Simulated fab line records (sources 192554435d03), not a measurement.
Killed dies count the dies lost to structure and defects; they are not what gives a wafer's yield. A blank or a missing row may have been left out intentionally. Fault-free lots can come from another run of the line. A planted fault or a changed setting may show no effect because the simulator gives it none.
Chamber matching / flow n5_finfet / N5_BEOL_M3_STRIP_36 on rie_diel-01 has 4 sister chambers
The step strips in N2/H2. 18 wafers are shown with their chamber, then 9 later ones without.

WAFERS WITH THEIR CHAMBER
wafer=L076.1; chamber=3; showerhead_plenum_p_Torr (Torr)=2.43; drypump_motor_current_A (A)=6.5; throttle_valve_pct (%)=23.90
wafer=L076.4; chamber=1; showerhead_plenum_p_Torr (Torr)=2.53; drypump_motor_current_A (A)=6.1; throttle_valve_pct (%)=24.08
wafer=L076.5; chamber=2; showerhead_plenum_p_Torr (Torr)=2.65; drypump_motor_current_A (A)=5.5; throttle_valve_pct (%)=23.86
wafer=L081.2; chamber=3; showerhead_plenum_p_Torr (Torr)=2.43; drypump_motor_current_A (A)=6.4; throttle_valve_pct (%)=23.92
wafer=L081.3; chamber=0; showerhead_plenum_p_Torr (Torr)=2.54; drypump_motor_current_A (A)=5.7; throttle_valve_pct (%)=24.01
wafer=L081.5; chamber=3; showerhead_plenum_p_Torr (Torr)=2.43; drypump_motor_current_A (A)=6.4; throttle_valve_pct (%)=23.92
wafer=L083.2; chamber=0; showerhead_plenum_p_Torr (Torr)=2.53; drypump_motor_current_A (A)=5.8; throttle_valve_pct (%)=24.00
wafer=L083.3; chamber=2; showerhead_plenum_p_Torr (Torr)=2.64; drypump_motor_current_A (A)=5.5; throttle_valve_pct (%)=23.87
wafer=L083.5; chamber=1; showerhead_plenum_p_Torr (Torr)=2.52; drypump_motor_current_A (A)=6.0; throttle_valve_pct (%)=24.10
wafer=L085.2; chamber=0; showerhead_plenum_p_Torr (Torr)=2.53; drypump_motor_current_A (A)=5.7; throttle_valve_pct (%)=24.04
wafer=L085.3; chamber=1; showerhead_plenum_p_Torr (Torr)=2.52; drypump_motor_current_A (A)=6.1; throttle_valve_pct (%)=24.08
wafer=L085.6; chamber=3; showerhead_plenum_p_Torr (Torr)=2.42; drypump_motor_current_A (A)=6.5; throttle_valve_pct (%)=23.96
wafer=L087.1; chamber=1; showerhead_plenum_p_Torr (Torr)=2.52; drypump_motor_current_A (A)=6.1; throttle_valve_pct (%)=24.13
wafer=L087.2; chamber=3; showerhead_plenum_p_Torr (Torr)=2.42; drypump_motor_current_A (A)=6.5; throttle_valve_pct (%)=23.92
wafer=L087.6; chamber=1; showerhead_plenum_p_Torr (Torr)=2.52; drypump_motor_current_A (A)=6.1; throttle_valve_pct (%)=24.13
wafer=L091.3; chamber=3; showerhead_plenum_p_Torr (Torr)=2.42; drypump_motor_current_A (A)=6.4; throttle_valve_pct (%)=23.98
wafer=L091.4; chamber=1; showerhead_plenum_p_Torr (Torr)=2.52; drypump_motor_current_A (A)=6.0; throttle_valve_pct (%)=24.09
wafer=L091.6; chamber=3; showerhead_plenum_p_Torr (Torr)=2.42; drypump_motor_current_A (A)=6.5; throttle_valve_pct (%)=23.94

SIGNATURES (averages over the wafers above)
reading=showerhead_plenum_p_Torr; chamber 0=2.5333; chamber 1=2.5217; chamber 2=2.6450; chamber 3=2.4243; scatter within a chamber=0.00515
reading=drypump_motor_current_A; chamber 0=5.733; chamber 1=6.067; chamber 2=5.500; chamber 3=6.457; scatter within a chamber=0.0515
reading=throttle_valve_pct; chamber 0=24.0167; chamber 1=24.1017; chamber 2=23.8650; chamber 3=23.9343; scatter within a chamber=0.0242
Rule: distance of a wafer from a chamber = root of the sum over the readings of ((wafer's reading minus chamber's mean) / reading's scatter) squared. If the next closest chamber is less than 2 further off than the closest, the wafer can't be placed; otherwise it belongs to the closest. The scatter: take each reading less its chamber's mean, square it, sum over the shown wafers, divide by the number of wafers less the number of chambers, and take the root.

WAFERS WITH NO CHAMBER GIVEN
wafer=L092.4; showerhead_plenum_p_Torr (Torr)=2.42; drypump_motor_current_A (A)=6.5; throttle_valve_pct (%)=23.93
wafer=L092.5; showerhead_plenum_p_Torr (Torr)=2.63; drypump_motor_current_A (A)=5.5; throttle_valve_pct (%)=23.89
wafer=L092.6; showerhead_plenum_p_Torr (Torr)=2.52; drypump_motor_current_A (A)=6.0; throttle_valve_pct (%)=24.13
wafer=L093.1; showerhead_plenum_p_Torr (Torr)=2.63; drypump_motor_current_A (A)=5.5; throttle_valve_pct (%)=23.88
wafer=L093.2; showerhead_plenum_p_Torr (Torr)=2.52; drypump_motor_current_A (A)=6.0; throttle_valve_pct (%)=24.13
wafer=L093.4; showerhead_plenum_p_Torr (Torr)=2.42; drypump_motor_current_A (A)=6.5; throttle_valve_pct (%)=23.97
wafer=L096.3; showerhead_plenum_p_Torr (Torr)=2.63; drypump_motor_current_A (A)=5.5; throttle_valve_pct (%)=23.92
wafer=L096.5; showerhead_plenum_p_Torr (Torr)=2.52; drypump_motor_current_A (A)=5.8; throttle_valve_pct (%)=24.06
wafer=L096.6; showerhead_plenum_p_Torr (Torr)=2.51; drypump_motor_current_A (A)=6.1; throttle_valve_pct (%)=24.16

EACH ONE'S CHAMBER
wafer=L092.4; from the rows above=3; in truth=3
wafer=L092.5; from the rows above=2; in truth=2
wafer=L092.6; from the rows above=1; in truth=1
wafer=L093.1; from the rows above=2; in truth=2
wafer=L093.2; from the rows above=1; in truth=1
wafer=L093.4; from the rows above=3; in truth=3
wafer=L096.3; from the rows above=2; in truth=2
wafer=L096.5; from the rows above=0; in truth=0
wafer=L096.6; from the rows above=1; in truth=1
Placed correctly: 9 of 9. Left unplaced by these rows: 0. Wrongly placed: 0.
